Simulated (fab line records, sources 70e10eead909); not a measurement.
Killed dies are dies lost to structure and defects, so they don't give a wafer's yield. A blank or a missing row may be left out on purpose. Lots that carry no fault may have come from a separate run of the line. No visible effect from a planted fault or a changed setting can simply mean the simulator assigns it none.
Matching of chambers + flow nand_harc + NHARC_A_STAIRCASE_DESCUM_219 on rie_diel-13: 4 sister chambers
The step chemistry O2, time 3 s. 18 wafers are shown with their chamber, then 9 later ones without.

WAFERS, EACH WITH ITS CHAMBER
| wafer  | chamber | showerhead_plenum_p_Torr (Torr) | oes_product_au (a.u.) | rf_vpp_V (V) |
|--------|---------|---------------------------------|-----------------------|--------------|
| L075.1 | 0       | 2.00                            | 0.991                 | 58.3         |
| L075.3 | 3       | 1.95                            | 0.995                 | 58.5         |
| L075.5 | 0       | 2.00                            | 0.994                 | 57.8         |
| L077.1 | 2       | 1.90                            | 1.018                 | 57.2         |
| L077.2 | 1       | 1.82                            | 0.999                 | 57.5         |
| L077.3 | 0       | 2.00                            | 1.008                 | 58.1         |
| L076.2 | 2       | 1.90                            | 1.021                 | 57.0         |
| L076.4 | 0       | 2.00                            | 1.007                 | 58.6         |
| L076.5 | 3       | 1.95                            | 1.012                 | 55.9         |
| L080.1 | 0       | 2.00                            | 0.998                 | 57.3         |
| L080.4 | 3       | 1.94                            | 0.991                 | 57.6         |
| L080.5 | 2       | 1.90                            | 1.025                 | 57.0         |
| L085.1 | 3       | 1.94                            | 0.992                 | 57.9         |
| L085.5 | 2       | 1.89                            | 1.020                 | 57.7         |
| L085.6 | 3       | 1.94                            | 0.996                 | 58.2         |
| L089.1 | 0       | 1.99                            | 1.005                 | 59.3         |
| L089.2 | 2       | 1.89                            | 1.008                 | 57.7         |
| L089.6 | 1       | 1.81                            | 0.987                 | 57.0         |

SIGNATURES (means of the wafers above)
| reading                  | chamber 0 | chamber 1 | chamber 2 | chamber 3 | scatter within a chamber |
|--------------------------|-----------|-----------|-----------|-----------|--------------------------|
| showerhead_plenum_p_Torr | 1.9983    | 1.8150    | 1.8960    | 1.9440    | 0.00516                  |
| oes_product_au           | 1.00050   | 0.99300   | 1.01840   | 0.99720   | 0.00747                  |
| rf_vpp_V                 | 58.233    | 57.250    | 57.320    | 57.620    | 0.714                    |
Rule: for a wafer and a chamber, the distance is found by dividing, reading by reading, the gap between the wafer's reading and the chamber's mean by the reading's scatter, squaring, summing and taking the root. If the next closest chamber is less than 2 further off than the closest, the wafer can't be placed; otherwise it belongs to the closest. The scatter: the root of (the sum of the squares of (reading less its chamber's mean) over the shown wafers, divided by (wafers less chambers)).

WAFERS WITHOUT THEIR CHAMBER
| wafer  | showerhead_plenum_p_Torr (Torr) | oes_product_au (a.u.) | rf_vpp_V (V) |
|--------|---------------------------------|-----------------------|--------------|
| L094.3 | 1.99                            | 0.985                 | 56.5         |
| L094.4 | 1.99                            | 0.983                 | 58.0         |
| L094.5 | 1.89                            | 1.001                 | 57.0         |
| L096.1 | 1.98                            | 0.984                 | 57.7         |
| L096.3 | 1.88                            | 0.995                 | 57.5         |
| L096.6 | 1.88                            | 0.985                 | 57.7         |
| L097.1 | 1.80                            | 0.998                 | 58.4         |
| L097.4 | 1.80                            | 0.994                 | 56.9         |
| L097.5 | 1.88                            | 1.001                 | 57.4         |

WHICH CHAMBER EACH ONE RAN IN
| wafer  | from the rows above | in truth |
|--------|---------------------|----------|
| L094.3 | 0                   | 0        |
| L094.4 | 0                   | 0        |
| L094.5 | 2                   | 2        |
| L096.1 | 0                   | 0        |
| L096.3 | 2                   | 2        |
| L096.6 | 2                   | 2        |
| L097.1 | 1                   | 1        |
| L097.4 | 1                   | 1        |
| L097.5 | 2                   | 2        |
Placed correctly: 9 of 9. Not placeable from these rows: 0. Wrongly placed: 0.
